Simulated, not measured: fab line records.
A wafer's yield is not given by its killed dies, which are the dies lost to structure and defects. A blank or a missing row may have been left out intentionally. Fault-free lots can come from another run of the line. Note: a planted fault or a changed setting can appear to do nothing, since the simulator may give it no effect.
Matching of chambers ; flow n5_finfet ; rie_diel-06 running N5_BEOL_M3_DESCUM_33: 4 sister chambers
The step chemistry O2, time 7 s. 4 wafers are shown with their chamber, then 8 later ones without.

== WAFERS, EACH WITH ITS CHAMBER ==
wafer;chamber;showerhead_plenum_p_Torr (Torr)
L079.3;2;2.03
L086.3;3;1.98
L086.4;0;2.07
L088.1;1;2.10

== WAFERS WITH NO CHAMBER GIVEN ==
wafer;showerhead_plenum_p_Torr (Torr)
L088.3;2.07
L088.6;1.98
L092.4;2.10
L092.5;1.97
L092.6;2.07
L097.4;2.02
L097.5;1.97
L097.6;2.07

== WHICH CHAMBER EACH WENT THROUGH ==
wafer;from the rows above;in truth
L088.3;0;0
L088.6;3;3
L092.4;1;1
L092.5;3;3
L092.6;0;0
L097.4;2;2
L097.5;3;3
L097.6;0;0
Correct placement for 8 of the 8. Can't be placed from these rows: 0. Placed wrongly: 0.
How it was worked out, from the rows above alone: a wafer's distance from a chamber is the root of the sum, over the readings, of the square of ((its reading less the chamber's mean) divided by the reading's scatter). If the next closest chamber is less than 2 further off than the closest, the wafer can't be placed; otherwise it belongs to the closest. The mean given for a chamber averages the wafers shown for that chamber. The scatter: root of mean squared gap, hidden wafer to nearest shown wafer, with one shown wafer a chamber.
